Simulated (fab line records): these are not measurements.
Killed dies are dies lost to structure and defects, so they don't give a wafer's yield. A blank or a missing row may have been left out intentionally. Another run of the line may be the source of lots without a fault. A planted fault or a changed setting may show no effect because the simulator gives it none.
fab line records	flow nandHarc
record lots=5	wafers=15	lastDay=24
route steps=1159 shown P_BONDPAD@360 END@1159
lots with no fault: from the same line, run without faults
startH: start of the lot's first displayed wafer, in hours after the record's first day	waitH: time in hours since the lot's previous step	" unchanged from the row above	L1.1+2: a single row standing in for several wafers	- no value present, or no start provided	* or withheld: withheld	< > ~ a bound
route shown NAME@n: a module of which the file shows steps, and the number in the route of the first	usual: the fault-free wafers' mean and standard deviation	same: alike in all rows	chamber/n: place in a boat	sites: the reading at each site	_std_site: how widely they spread, as a standard deviation	_edge_site: outer sites' mean less inner sites'	radiusMm: how far each site lies from the wafer's centre	mask NAME#n: copy n	behind: the tool/chamber that last shaped the wafer	hold: cause of the lot's hold/its duration in hours/its outcome	device: transistor that didn't switch, given as n, p or np	end of line: the route-end tests of the same wafers	a step given without rows: its recipe and nothing more	killed: dies lost to structure and defects at the first sort, not the wafer's yield	map: shows each die of a wafer: x if killed, . if not, _ if none is there
set.NAME: the setting the step ran with; set.NAME@STEP: the setting that earlier step ran with	model.NAME: the simulator's own value behind a step, which no gauge read
lots at selected steps of the route; one table per step, one row per wafer
services: when a tool's chamber went out of use (startH, in hours from the record's first day, below 0 if earlier), for how many hours, and the reason
## steps
# step NHARC_P_BONDPAD_EBR_05
# step NHARC_P_BONDPAD_EXPOSE_06
# recipe na=0.55	doseMj=37.06	maskId=P_BPAD
# step NHARC_P_BONDPAD_PEB_07
# recipe pebTempC=128	pebTimeS=80
# step NHARC_P_BONDPAD_DEVELOP_08
# recipe timeS=50	devTempC=22
# step NHARC_P_BONDPAD_CD_MEAS_09
# recipe targetCdNm=500	landingEnergyEv=500
# usual cdNm=501.5/1.9
lot.wafer	tool	chamber	startH	waitH	cdNm
L425.3	cdSem-01	0	131.82	-	502.4
L425.4	"	0	"	"	501.7
L425.5	"	0	"	"	504.2
L427.2	cdSem-03	0	149.58	-	504.2
L427.4	"	0	"	"	501.0
L427.5	"	0	"	"	501.7
L428.2	cdSem-01	0	160.17	-	501.7
L428.4	"	0	"	"	500.5
L428.6	"	0	"	"	498.6
L429.2	cdSem-01	0	165.87	-	499.4
L429.3	"	0	"	"	496.4
L429.6	"	0	"	"	501.1
L443.1	cdSem-02	0	249.32	-	501.1
L443.3	"	0	"	"	501.8
L443.5	"	0	"	"	501.9
# step NHARC_P_BONDPAD_OVL_MEAS_38
# usual overlayXNm=-2/5.7	overlayYNm=-2/5.3
lot.wafer	tool	chamber	startH	waitH	overlayXNm	overlayYNm
L425.3	overlay-02	-	131.90	-	0	-3
L425.4	"	-	"	"	1	-2
L425.5	"	-	"	"	0	-3
L427.2	overlay-01	-	149.67	-	-6	-6
L427.4	"	-	"	"	-5	-6
L427.5	"	-	"	"	-5	-6
L428.2	overlay-01	-	160.26	-	-3	-5
L428.4	"	-	"	"	-2	-5
L428.6	"	-	"	"	-2	-5
L429.2	overlay-02	-	165.96	-	0	-1
L429.3	"	-	"	"	0	-1
L429.6	"	-	"	"	0	-2
L443.1	overlay-02	-	249.41	-	6	-1
L443.3	"	-	"	"	6	-1
L443.5	"	-	"	"	6	-1
# step NHARC_P_BONDPAD_HARDBAKE_10
# recipe tempC=118	timeS=65
# step NHARC_P_BONDPAD_DESCUM_11
# recipe timeS=3	o2FlowSccm=200	arFlowSccm=0	biasPowerW=0	chemistry=O2
# usual chamberPressureMTorr=60.00/0.052	drypumpMotorCurrentA=5.5/0.48	oesProductAu=1.001/0.008	rfVppV=57.7/0.91	showerheadPlenumPTorr=1.89/0.074	throttleValvePct=11.311/0.0086
lot.wafer	tool	chamber	startH	waitH	chamberPressureMTorr	drypumpMotorCurrentA	oesProductAu	rfHoursCounterH	rfVppV	showerheadPlenumPTorr	throttleValvePct
L425.4	rieDiel-07	2	132.03	-	60.07	5.4	1.003	7	57.2	1.86	11.323
L425.3	"	0	"	"	60.04	6.3	1.006	6	58.4	2.00	11.313
L425.5	"	2	"	"	59.91	5.4	0.999	-	56.9	1.86	11.300
L427.4	rieDiel-07	0	149.80	-	59.92	6.3	1.001	8	57.2	2.00	11.308
L427.2	"	2	"	"	59.95	5.4	1.000	9	56.4	1.86	11.326
L427.5	"	0	"	"	60.02	6.3	1.003	-	58.6	2.00	11.328
L428.4	rieDiel-07	0	160.38	-	59.99	6.3	1.001	8	57.5	2.00	11.301
L428.2	"	2	"	"	60.01	5.4	0.997	10	57.8	1.86	11.312
L428.6	"	1	"	"	59.95	5.0	1.006	-	57.6	1.82	11.312
L429.2	rieDiel-07	0	166.08	-	60.02	6.3	0.998	9	56.6	2.00	11.316
L429.3	"	2	"	"	59.98	5.4	0.995	11	57.1	1.86	11.318
L429.6	"	0	"	"	60.03	6.3	0.997	-	59.5	2.00	11.315
L443.1	rieDiel-07	0	249.54	-	59.95	6.3	0.995	1	57.9	2.00	11.300
L443.3	"	1	"	"	60.06	5.0	1.007	1	57.3	1.82	11.314
L443.5	"	0	"	"	60.00	6.3	0.985	-	59.2	2.00	11.303
# step NHARC_P_BONDPAD_ETCH_37
# recipe targetDepthA=600	overetchA=180	timeS=65.91	ionEnergyEv=200	n2FlowSccm=150	h2FlowSccm=150	arFlowSccm=0	rfW=400	biasW=150	chemistry=N2/H2
# usual chamberPressureMTorr=30.001/0.027	drypumpMotorCurrentA=5.5/0.46	oesProductAu=1.002/0.0087	rfVppV=429.9/2.3	runLengthS=87.3/0.37	showerheadPlenumPTorr=2.02/0.08	throttleValvePct=14.171/0.0095
lot.wafer	tool	chamber	startH	waitH	chamberPressureMTorr	drypumpMotorCurrentA	oesProductAu	rfHoursCounterH	rfVppV	runLengthS	showerheadPlenumPTorr	throttleValvePct
L425.3	rieDiel-07	3	132.12	0.1	30.003	5.3	1.001	7	431.2	87.5	2.08	14.181
L425.4	"	1	"	"	30.014	4.9	1.004	6	426.5	87.6	1.94	14.170
L425.5	"	2	"	"	29.999	5.4	1.012	-	430.6	87.7	1.98	14.187
L427.4	rieDiel-07	3	149.88	0.1	29.999	5.3	1.001	9	432.9	87.3	2.08	14.180
L427.2	"	0	"	"	30.005	6.3	1.001	8	433.3	87.6	2.14	14.175
L427.5	"	3	"	"	30.031	5.3	1.007	-	432.3	87.1	2.08	14.158
L428.2	rieDiel-07	1	160.47	0.1	30.029	5.0	1.000	9	428.1	87.3	1.94	14.180
L428.4	"	3	"	"	29.995	5.3	0.994	10	431.0	87.2	2.08	14.165
L428.6	"	1	"	"	29.995	4.9	1.007	-	428.1	87.4	1.94	14.175
L429.3	rieDiel-07	1	166.17	0.1	30.022	4.9	1.005	10	427.1	88.1	1.94	14.169
L429.2	"	2	"	"	29.971	5.4	1.000	11	429.2	87.7	1.98	14.179
L429.6	"	0	"	"	30.051	6.3	0.999	-	434.1	87.7	2.14	14.166
L443.1	rieDiel-07	1	249.62	0.1	30.025	4.9	1.002	1	427.8	87.6	1.94	14.156
L443.3	"	2	"	"	30.023	5.4	0.999	1	430.2	87.6	1.98	14.164
L443.5	"	1	"	"	30.008	5.0	1.003	-	428.4	87.3	1.94	14.182
# step NHARC_P_BONDPAD_ETCH_12
# recipe targetDepthA=2000	timeS=100	chf3FlowSccm=50	o2FlowSccm=10	arFlowSccm=200	rfW=500	biasW=200	chemistry=CHF3/O2
# usual chamberPressureMTorr=25.002/0.022	chf3FlowSccm=50.00/0.15	drypumpMotorCurrentA=5.5/0.48	oesProductAu=0.945/0.023	rfVppV=370.2/2.1	runLengthS=121.4/0.41	showerheadPlenumPTorr=2.39/0.09	throttleValvePct=20.573/0.0087
lot.wafer	tool	chamber	startH	waitH	chamberPressureMTorr	chf3FlowSccm	drypumpMotorCurrentA	oesProductAu	rfHoursCounterH	rfVppV	runLengthS	showerheadPlenumPTorr	throttleValvePct
L425.4	rieDiel-07	2	-	-	24.987	49.89	5.4	0.919	7	371.0	121.6	2.34	20.567
L425.3	"	3	"	"	25.011	49.80	5.3	0.922	7	372.5	121.7	2.45	20.577
L425.5	"	1	"	"	24.997	49.93	4.9	0.929	-	367.9	121.5	2.30	20.560
L427.2	rieDiel-07	1	-	-	25.015	49.91	4.9	0.941	9	370.0	121.7	2.30	20.587
L427.4	"	2	"	"	25.036	49.98	5.4	0.922	9	368.9	121.9	2.34	20.558
L427.5	"	0	"	"	24.996	50.05	6.3	0.933	-	373.1	121.1	2.51	20.575
L428.4	rieDiel-07	2	-	-	24.980	49.98	5.3	0.922	10	368.1	122.3	2.34	20.580
L428.2	"	3	"	"	25.008	49.98	5.3	0.924	10	370.2	121.2	2.45	20.572
L428.6	"	1	"	"	25.012	49.84	4.9	0.925	-	368.3	121.3	2.30	20.572
L429.2	rieDiel-07	3	-	-	24.992	49.74	5.3	0.921	11	370.8	121.7	2.45	20.569
L429.3	"	0	"	"	25.006	50.24	6.3	0.934	9	372.9	121.2	2.51	20.569
L429.6	"	3	"	"	25.006	49.86	5.3	0.916	-	369.6	121.2	2.45	20.588
L443.3	rieDiel-07	1	-	-	25.003	49.85	5.0	0.987	1	369.1	121.3	2.29	20.564
L443.1	"	2	"	"	24.984	49.96	5.4	0.978	1	368.6	121.8	2.33	20.583
L443.5	"	1	"	"	25.040	49.76	5.0	0.987	-	368.6	121.4	2.29	20.560
# step NHARC_P_BONDPAD_CD_MEAS_13
# usual cdNm=501.2/2.1
lot.wafer	tool	chamber	startH	waitH	cdNm
L425.3	cdSem-01	-	132.34	-	502.6
L425.4	"	-	"	"	501.2
L425.5	"	-	"	"	504.2
L427.2	cdSem-01	-	150.11	-	504.1
L427.4	"	-	"	"	502.0
L427.5	"	-	"	"	501.9
L428.2	cdSem-03	-	160.70	-	501.3
L428.4	"	-	"	"	500.6
L428.6	"	-	"	"	497.4
L429.2	cdSem-02	-	166.39	-	501.1
L429.3	"	-	"	"	496.7
L429.6	"	-	"	"	502.5
L443.1	cdSem-02	-	249.85	-	500.6
L443.3	"	-	"	"	502.4
L443.5	"	-	"	"	502.9
# step NHARC_P_BONDPAD_STRIP_15
# recipe o2FlowSccm=500	arFlowSccm=0	biasW=0	chemistry=O2
# usual chamberPressureMTorr=60.01/0.056	drypumpMotorCurrentA=5.5/0.47	oesProductAu=1.003/0.0089	rfVppV=57.6/0.89	showerheadPlenumPTorr=3.49/0.13	throttleValvePct=17.036/0.0095
lot.wafer	tool	chamber	startH	waitH	chamberPressureMTorr	drypumpMotorCurrentA	oesProductAu	rfHoursCounterH	rfVppV	showerheadPlenumPTorr	throttleValvePct
L425.3	rieDiel-07	1	132.43	0.1	60.02	4.9	1.014	6	57.5	3.38	17.030
L425.4	"	2	"	"	60.05	5.4	1.001	7	57.8	3.44	17.040
L425.5	"	0	"	"	59.89	6.3	0.992	-	58.5	3.68	17.045
L427.2	rieDiel-07	2	150.21	0.1	60.03	5.4	0.998	9	57.9	3.44	17.040
L427.4	"	3	"	"	59.94	5.3	0.993	9	57.7	3.59	17.023
L427.5	"	0	"	"	59.95	6.3	0.992	-	57.4	3.68	17.045
L428.2	rieDiel-07	1	160.77	0.1	59.97	5.0	1.010	9	58.0	3.37	17.042
L428.4	"	2	"	"	60.05	5.4	0.995	10	56.5	3.44	17.028
L428.6	"	1	"	"	60.05	5.0	1.004	-	58.0	3.38	17.046
L429.2	rieDiel-07	1	166.48	0.1	59.93	4.9	1.009	10	56.7	3.37	17.023
L429.3	"	2	"	"	60.12	5.4	0.994	11	57.3	3.44	17.014
L429.6	"	1	"	"	60.03	5.0	1.010	-	58.6	3.37	17.042
L443.1	rieDiel-07	3	249.94	0.1	60.03	5.3	1.008	1	58.9	3.59	17.040
L443.3	"	0	"	"	59.91	6.3	1.002	1	56.8	3.68	17.030
L443.5	"	3	"	"	59.97	5.3	1.010	-	58.5	3.59	17.046
# step NHARC_P_BONDPAD_ETCH_24
# recipe targetDepthA=300	overEtchFrac=0.3	timeS=72.99	ionEnergyEv=150	cf4FlowSccm=50	n2FlowSccm=100	arFlowSccm=150	rfW=300	biasW=100	chemistry=CF4/N2
# usual chamberPressureMTorr=30.000/0.029	drypumpMotorCurrentA=5.6/0.47	oesProductAu=1.001/0.0093	rfVppV=313.7/1.9	runLengthS=94.3/0.42	showerheadPlenumPTorr=2.60/0.099	throttleValvePct=19.793/0.0083
# same overEtchFrac=0.3
lot.wafer	tool	chamber	startH	waitH	chamberPressureMTorr	drypumpMotorCurrentA	oesProductAu	rfHoursCounterH	rfVppV	runLengthS	showerheadPlenumPTorr	throttleValvePct
L425.4	rieDiel-07	3	132.57	-	29.982	5.3	0.991	7	315.0	94.3	2.67	19.789
L425.3	"	1	"	"	29.993	4.9	1.009	6	311.9	94.3	2.51	19.789
L425.5	"	3	"	"	29.973	5.3	0.993	-	315.2	94.5	2.67	19.802
L427.4	rieDiel-07	2	150.34	-	30.011	5.4	1.007	9	313.1	94.8	2.56	19.795
L427.2	"	3	"	"	30.006	5.3	1.005	9	315.3	94.2	2.67	19.791
L427.5	"	1	"	"	29.964	4.9	1.013	-	313.6	94.3	2.51	19.793
L428.4	rieDiel-07	0	160.93	-	30.054	6.3	1.004	9	317.7	94.3	2.74	19.794
L428.2	"	2	"	"	30.010	5.4	1.010	10	312.9	95.1	2.56	19.793
L428.6	"	0	"	"	29.982	6.3	1.011	-	316.7	94.6	2.74	19.793
L429.2	rieDiel-07	0	166.62	-	30.022	6.3	1.007	10	315.6	94.0	2.74	19.798
L429.3	"	1	"	"	29.999	5.0	1.010	10	311.4	94.4	2.51	19.792
L429.6	"	3	"	"	30.008	5.3	1.001	-	314.2	94.3	2.67	19.795
L443.1	rieDiel-07	0	250.08	-	30.002	6.3	0.999	1	315.9	94.3	2.74	19.803
L443.3	"	1	"	"	29.952	4.9	1.024	1	311.8	91.5	2.51	19.791
L443.5	"	3	"	"	30.022	5.3	1.016	-	316.4	94.2	2.67	19.788
# step NHARC_P_BONDPAD_STRIP_16
# recipe timeS=600	tempC=30	chemistry=postEtchResidueRemover
# step NHARC_END_SORT_01
# recipe tempC=25
# usual defectLimitedYield=95.4/1.7	killedAtArray=27/11	killedAtOther=0.6/0.89	killedAtPeriphery=3.0/2.4	killedDies=31/12	killedOpen=3.2/1.6	killedShort=2.0/1.5	sort_bin_2_pct=1.5/0.69	sort_bin_3_pct=0.23/0.22	sort_bin_4_pct=2.9/1.1	sortNPass=646/12	sortRimYieldPct=94/3.3	sortYieldPct=95.4/1.7
# same grossDies=677	sort_bin_5_pct[%]=0	sort_bin_6_pct[%]=0	sort_bin_7_pct[%]=0	sort_bin_8_pct[%]=0	sortRimNGross=106.00
lot.wafer	tool	chamber	startH	waitH	defectLimitedYield[%]	killedAtArray	killedAtOther	killedAtPeriphery	killedDies	killedOpen	killedShort	sort_bin_2_pct[%]	sort_bin_3_pct[%]	sort_bin_4_pct[%]	sortNPass	sortRimYieldPct[%]	sortYieldPct[%]
L425.3	prober-01	0	450.61	3.1	95.9	25	2	1	28	3	2	1.2	0.44	2.5	649	92	95.9
L425.4	prober-01	0	451.41	3.4	96.5	22	1	1	24	4	2	1.2	0.15	2.2	653	96	96.5
L425.5	prober-01	0	452.20	3.7	96.8	17	3	2	22	4	2	0.9	0	2.4	655	94	96.8
L427.2	prober-01	0	473.00	2.8	93.1	35	0	12	47	5	1	2.5	0.44	4.0	630	96	93.1
L427.4	prober-01	0	474.60	3.4	94.2	33	0	6	39	4	0	2.2	0.30	3.2	638	93	94.2
L427.5	prober-01	0	475.40	3.7	95.0	31	0	3	34	3	0	1.2	0.59	3.2	643	90	95.0
L429.2	prober-02	0	473.38	2.8	97.0	14	0	6	20	2	2	0.9	0.15	1.9	657	96	97.0
L429.3	prober-02	0	474.18	3.1	97.3	16	0	2	18	7	3	1.0	0	1.6	659	95	97.3
L429.6	prober-02	0	476.59	4.0	96.9	17	0	4	21	6	3	0.6	0	2.5	656	97	96.9
L428.2	prober-01	0	480.82	2.8	97.6	14	0	2	16	5	1	0.9	0	1.5	661	96	97.6
L428.4	prober-01	0	482.42	3.4	96.5	21	0	3	24	3	4	1.0	0	2.5	653	97	96.5
L428.6	prober-01	0	484.03	4.0	97.3	16	0	2	18	4	1	1.0	0.15	1.5	659	98	97.3
L443.1	prober-02	0	575.73	2.5	92.6	50	0	0	50	2	1	3.8	0.44	3.1	627	91	92.6
L443.3	prober-02	0	577.33	3.1	93.8	42	0	0	42	0	0	1.6	0.15	4.4	635	96	93.8
L443.5	prober-02	0	578.92	3.7	94.2	33	0	6	39	1	2	1.5	0.44	3.8	638	92	94.2
# killed by level:class
L425.3 A_SLIT:chamberFilmFlake=6 A_STAIRCASE:chamberFilmFlake=5 A_CONTACT:chamberFilmFlake=5 A_CHANNEL_HOLE_D1:chamberFilmFlake=4 A_SGD_CUT:geometricParticle:short=2 HYBRID_BOND:chamberFilmFlake=2 P_M0:geometricParticle:open=1 A_CHANNEL_HOLE_D1:geometricParticle:open=1
L425.4 A_SLIT:chamberFilmFlake=10 A_CHANNEL_HOLE_D1:chamberFilmFlake=3 A_STAIRCASE:chamberFilmFlake=2 P_M0:geometricParticle:open=1 A_SOURCE_PLATE:geometricParticle:open=1 A_ONON_D1:geometricParticle:open=1 A_CHANNEL_FILL_D1:geometricParticle:short=1 A_CONTACT:geometricParticle:short=1
L425.5 A_SLIT:chamberFilmFlake=7 A_STAIRCASE:chamberFilmFlake=3 HYBRID_BOND:chamberFilmFlake=3 A_CONTACT:chamberFilmFlake=2 P_CONTACT:geometricParticle:open=1 A_WL_FILL:geometricParticle:open=1 A_CONTACT:geometricParticle:open=1 A_BLC:geometricParticle:short=1
L427.2 A_CHANNEL_HOLE_D1:chamberFilmFlake=16 A_STAIRCASE:chamberFilmFlake=7 A_SLIT:chamberFilmFlake=6 P_M1:chamberFilmFlake=3 A_WL_FILL:chamberFilmFlake=3 P_CONTACT:geometricParticle:open=2 P_STI:chamberFilmFlake=2 P_M0:geometricParticle:short=1
L429.2 A_CHANNEL_HOLE_D1:chamberFilmFlake=7 A_CONTACT:chamberFilmFlake=4 P_GATE:chamberFilmFlake=2 P_GATE:geometricParticle:open=1 P_M0:geometricParticle:open=1 A_CHANNEL_FILL_D1:geometricParticle:short=1 A_M0:geometricParticle:short=1 P_ZERO_WELL:chamberFilmFlake=1
L429.3 A_CHANNEL_HOLE_D1:chamberFilmFlake=4 A_CONTACT:chamberFilmFlake=3 A_CONTACT:geometricParticle:open=2 P_CONTACT:geometricParticle:open=1 P_M2:geometricParticle:short=1 A_ONON_D1:geometricParticle:open=1 A_CHANNEL_HOLE_D1:geometricParticle:short=1 A_CHANNEL_HOLE_D1:geometricParticle:open=1
L427.4 A_CHANNEL_HOLE_D1:chamberFilmFlake=15 A_STAIRCASE:chamberFilmFlake=9 A_SLIT:chamberFilmFlake=7 P_M0:geometricParticle:open=3 P_M1:chamberFilmFlake=2 P_CONTACT:geometricParticle:open=1 A_ZERO_WELL:chamberFilmFlake=1 A_WL_FILL:chamberFilmFlake=1
L427.5 A_CHANNEL_HOLE_D1:chamberFilmFlake=12 A_STAIRCASE:chamberFilmFlake=11 A_SLIT:chamberFilmFlake=6 P_ZERO_WELL:geometricParticle:open=1 A_ONON_D1:geometricParticle:open=1 A_CONTACT:geometricParticle:open=1 P_M1:chamberFilmFlake=1 P_M2:chamberFilmFlake=1
L429.6 A_CHANNEL_HOLE_D1:chamberFilmFlake=6 A_CONTACT:chamberFilmFlake=3 A_M1:geometricParticle:open=2 P_ZERO_WELL:chamberFilmFlake=2 P_GATE:geometricParticle:open=1 P_CONTACT:geometricParticle:open=1 A_ONON_D1:geometricParticle:short=1 A_CHANNEL_FILL_D1:geometricParticle:short=1
L428.2 A_CONTACT:chamberFilmFlake=3 A_CONTACT:geometricParticle:open=2 A_CHANNEL_HOLE_D1:chamberFilmFlake=2 A_STAIRCASE:chamberFilmFlake=2 P_M1:geometricParticle:open=1 A_SGD_CUT:geometricParticle:open=1 A_SGD_CUT:geometricParticle:short=1 A_M0:geometricParticle:open=1
L428.4 A_STAIRCASE:chamberFilmFlake=7 A_CHANNEL_HOLE_D1:chamberFilmFlake=5 A_CONTACT:geometricParticle:open=3 A_CONTACT:chamberFilmFlake=2 P_M0:geometricParticle:short=1 A_CHANNEL_HOLE_D1:geometricParticle:short=1 A_WL_FILL:geometricParticle:short=1 A_CONTACT:geometricParticle:short=1
L428.6 A_CONTACT:chamberFilmFlake=5 A_CHANNEL_HOLE_D1:chamberFilmFlake=3 A_STAIRCASE:chamberFilmFlake=3 A_CONTACT:geometricParticle:open=2 A_WL_FILL:chamberFilmFlake=2 P_CONTACT:geometricParticle:open=1 P_M0:geometricParticle:open=1 A_WL_FILL:geometricParticle:short=1
L443.1 A_CHANNEL_HOLE_D1:chamberFilmFlake=21 A_SLIT:chamberFilmFlake=15 A_CONTACT:chamberFilmFlake=6 A_ZERO_WELL:chamberFilmFlake=4 A_CHANNEL_FILL_D1:geometricParticle:open=1 A_SGD_CUT:geometricParticle:open=1 A_WL_FILL:geometricParticle:short=1 A_STAIRCASE:chamberFilmFlake=1
L443.3 A_CHANNEL_HOLE_D1:chamberFilmFlake=24 A_SLIT:chamberFilmFlake=11 A_CONTACT:chamberFilmFlake=6 A_STAIRCASE:chamberFilmFlake=1
L443.5 A_CHANNEL_HOLE_D1:chamberFilmFlake=15 A_SLIT:chamberFilmFlake=12 A_CONTACT:chamberFilmFlake=4 P_ZERO_WELL:chamberFilmFlake=2 P_STI:chamberFilmFlake=2 P_M0:geometricParticle:open=1 A_CHANNEL_FILL_D1:geometricParticle:short=1 A_CONTACT:geometricParticle:short=1
## services
tool	chamber	startH	hours	kind
rieDiel-07	0	109.20	-	clean
rieDiel-07	1	109.20	-	clean
rieDiel-07	2	109.20	-	clean
rieDiel-07	3	109.20	-	clean
rieDiel-07	0	133.75	-	clean
rieDiel-07	1	133.75	-	clean
rieDiel-07	2	133.75	-	clean
rieDiel-07	3	133.75	-	clean
rieDiel-07	0	158.25	-	clean
rieDiel-07	1	158.25	-	clean
rieDiel-07	2	158.25	-	clean
rieDiel-07	3	158.25	-	clean
rieDiel-07	0	182.77	-	clean
rieDiel-07	1	182.77	-	clean
rieDiel-07	2	182.77	-	clean
rieDiel-07	3	182.77	-	clean
rieDiel-07	0	207.27	-	clean
rieDiel-07	1	207.27	-	clean
rieDiel-07	2	207.27	-	clean
rieDiel-07	3	207.27	-	clean
rieDiel-07	-	228.20	9.0	pm
rieDiel-07	0	228.20	9.0	ventCycle
rieDiel-07	1	228.20	9.0	ventCycle
rieDiel-07	2	228.20	9.0	ventCycle
## key
firstSign step=NHARC_P_BONDPAD_ETCH_24	reading=runLengthS	direction=down	sigmas=6.9	usual=*	struck=*
effect none on later readings
metAt NHARC_P_BONDPAD_ETCH_24
struckWafers L443.3
onsetBetween 166.62 250.08
fault kind=processParameterDrift	tool=rieDiel-07	chamber=-	onsetH=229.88	steps=NHARC_P_BONDPAD_ETCH_24	channel=timeS	offset=*	shape=step	endH=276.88	scope=struckWafersOnly	actsIn=*	stated=*
